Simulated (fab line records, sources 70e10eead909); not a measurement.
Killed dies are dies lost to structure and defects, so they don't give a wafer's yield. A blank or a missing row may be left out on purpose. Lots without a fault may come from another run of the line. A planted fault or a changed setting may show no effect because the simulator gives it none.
Problem report in the 8D (eight disciplines) form, filled by code | flow nand_harc | the parts of the form that need people (team, actions taken, sign-off) are left out

1. THE PROBLEM
killed_at_array at NHARC_END_SORT_01 reads a mean of 169 on 2 wafers of 2 lots; wafers without a fault read 25 with a standard deviation of 9.5. That is +15 standard deviations from the usual mean.
First seen on wafer L874.2, day 24 07:02, on prober-02. The record holds 6 wafers of 2 lots with a number at this step. Rule for "out", or "out of limits": more than 4 standard deviations from the usual mean. The other wafers with a number count as sound.

2. WHAT IT IS AND WHAT IT IS NOT
question                    | is                           | is not
which readings at this step | killed_at_array, killed_dies | killed_at_other, killed_open
which lots                  | L874, L876                   | -
which wafers of those lots  | L874.2, L876.4               | L874.3, L874.6, L876.1, L876.2
read on which gauges        | prober-01, prober-02         | -
when                        | from day 24 07:02            | up to then (0 sound wafers); but 4 sound wafers of L874, L876 came after

3. SUSPECTS, AND WHAT RULES EACH OUT
Counting: a tool at a process step up to the reading stays a suspect if it ran every lot that is out. Sound lots after the first of them don't rule it out here, since some wafers of a struck lot are sound.
- the gauge at NHARC_END_SORT_01: ruled out. The wafers that are out were read on 2 gauges (prober-01, prober-02).
- rie_diel-07 at NHARC_A_STAIRCASE_TRIM_231 (chemistry O2, time 211.2 s): kept. It ran every lot that is out, first L874 (day 16 01:02). Its own readings are out on those wafers: oes_product_au.
- rie_diel-07 at NHARC_A_STAIRCASE_TRIM_235 (chemistry O2, time 211.2 s): kept. It ran every lot that is out, first L874 (day 24 07:02). NHARC_A_STAIRCASE_TRIM_235 gives no start for some lots, so the hours and the order of its lots are those of NHARC_END_SORT_01.
- Within rie_diel-07 at NHARC_A_STAIRCASE_TRIM_231: the wafers that are out ran in chamber 0; their sound lot-mates ran in chambers 1, 2, 3.
- Within rie_diel-07 at NHARC_A_STAIRCASE_TRIM_235: the wafers that are out ran in chamber 1; their sound lot-mates ran in chambers 0, 2, 3.
Left after counting: rie_diel-07 at NHARC_A_STAIRCASE_TRIM_231, rie_diel-07 at NHARC_A_STAIRCASE_TRIM_235.

4. THE CAUSE (what the simulator had put in)
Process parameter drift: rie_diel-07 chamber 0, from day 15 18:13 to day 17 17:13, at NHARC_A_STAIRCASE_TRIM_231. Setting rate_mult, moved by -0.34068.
Counting left 2 suspects, and this tool is among them.

5. THE CHAIN OF EFFECTS, in route order
Each row: a reading whose mean over the struck wafers that have a number lies more than 3 standard deviations from the usual. Only readings for which the record gives a usual standard deviation are gone through. hours: the time from each lot's start at the first step in this table that gives one to its start at this step, as a median over the lots. sigmas: the change in usual standard deviations.
hours | step                       | reading         | usual      | on struck wafers | change | sigmas
0     | NHARC_A_STAIRCASE_TRIM_231 | oes_product_au  | 1.000 a.u. | 0.792            | -0.208 | -26
203   | NHARC_END_SORT_01          | killed_at_array | 25         | 169              | +144   | +15
203   | NHARC_END_SORT_01          | killed_dies     | 29         | 175              | +146   | +15
The process steps in it:
- NHARC_A_STAIRCASE_TRIM_231: chemistry O2, time 211.2 s.

6. WHAT WOULD HAVE CAUGHT IT SOONER
In this record the first reading out of limits at a measuring or inspecting step was taken at day 24 07:02, 205 hours after the fault began at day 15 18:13.
The tool's own readings at NHARC_A_STAIRCASE_TRIM_231 were out on every struck wafer that the step has a row for (oes_product_au): an alarm limit on them would have fired on the first of those.
All the lots that are out (2) had begun NHARC_A_STAIRCASE_TRIM_231 on rie_diel-07 by day 24 07:02. A hold on the tool at that time would have spared none of them.
